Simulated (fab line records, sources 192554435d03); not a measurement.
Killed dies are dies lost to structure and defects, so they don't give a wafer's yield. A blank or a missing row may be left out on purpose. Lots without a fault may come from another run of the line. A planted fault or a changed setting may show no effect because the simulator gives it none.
Split-lot experiment | flow n5_finfet | 7 lots, 21 wafers read, on a route of 1938 steps

THE SPLIT
At N5_ZERO_LAYER_PECVD_02 (deposits SiO2 from SiH4/N2O, target thk 10 nm, time 6 s), the setting time_s was moved away from the recipe's 6 s on 4 of the 21 wafers read, by -13.1% to +13.3%. The other wafers ran this setting at the recipe's value.

The reading is taken at the split's own step.

THE READING
SiO2_of_ZERO_LAYER_PECVD_02.thk_nm (the simulator's own value, which no gauge read), in nm, at N5_ZERO_LAYER_PECVD_02 (deposits SiO2 from SiH4/N2O, target thk 10 nm, time 6 s). The file gives no usual value for it. The 17 wafers here that ran the recipe average 10.133 nm, standard deviation 0.17 nm.

wafer  | tool, chamber at the split | time_s as run, s | against the recipe | SiO2_of_ZERO_LAYER_PECVD_02.thk_nm, nm | against lot-mates on the recipe
L081.1 | pecvd-04, 2                | 6                | recipe             | 10.17                                  | -
L081.2 | pecvd-04, 1                | 6                | recipe             | 10.12                                  | -
L081.4 | pecvd-04, 2                | 6                | recipe             | 10.52                                  | -
L083.1 | pecvd-04, 1                | 6                | recipe             | 9.963                                  | -
L083.2 | pecvd-04, 0                | 6                | recipe             | 10.12                                  | -
L083.5 | pecvd-04, 1                | 6                | recipe             | 10.32                                  | -
L084.1 | pecvd-02, 0                | 6                | recipe             | 9.943                                  | -
L084.5 | pecvd-02, 2                | 6                | recipe             | 10.17                                  | -
L084.6 | pecvd-02, 1                | 6                | recipe             | 10.28                                  | -
L086.2 | pecvd-03, 2                | 6.797            | +13.3%             | 11.07                                  | +1.060
L086.3 | pecvd-03, 0                | 6.797            | +13.3%             | 11.23                                  | +1.220
L086.4 | pecvd-03, 2                | 6                | recipe             | 10.01                                  | -
L088.1 | pecvd-02, 1                | 6                | recipe             | 9.783                                  | -
L088.3 | pecvd-02, 1                | 5.283            | -11.9%             | 8.618                                  | -1.269
L088.6 | pecvd-02, 1                | 6                | recipe             | 9.991                                  | -
L091.4 | pecvd-04, 0                | 6                | recipe             | 10.32                                  | -
L091.5 | pecvd-04, 1                | 6                | recipe             | 10.18                                  | -
L091.6 | pecvd-04, 2                | 6                | recipe             | 10.22                                  | -
L093.1 | pecvd-03, 1                | 6                | recipe             | 10.05                                  | -
L093.3 | pecvd-03, 2                | 5.212            | -13.1%             | 8.909                                  | -1.166
L093.5 | pecvd-03, 1                | 6                | recipe             | 10.1                                   | -

THE FIT
A straight line over all 21 wafers: SiO2_of_ZERO_LAYER_PECVD_02.thk_nm changes by +0.0917 nm for each +1% of time_s; r = +0.94; the points scatter about the line by 0.19 nm.
The same after taking each lot's own level away (the mean of its wafers on the recipe; 21 wafers): +0.091 nm for each +1%; r = +0.97; scatter 0.13 nm.
On that fit, the largest move of time_s shifts the reading by 1.2 nm.
The lots' own levels span 9.8870 to 10.2700 nm, that is 2.3 times the standard deviation above.
So the lot-to-lot level changes the slope little: the two slopes agree.
Check: with one of the wafers moved furthest among these (+13.3%) left out of the fit, the line predicts +1.25 nm for it against its lot-mates. It came out at +1.06 nm against them.

THE FILE'S OWN FIT
SiO2_of_ZERO_LAYER_PECVD_02.thk_nm changes by +0.0927 nm for each +1% of time_s, r = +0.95.
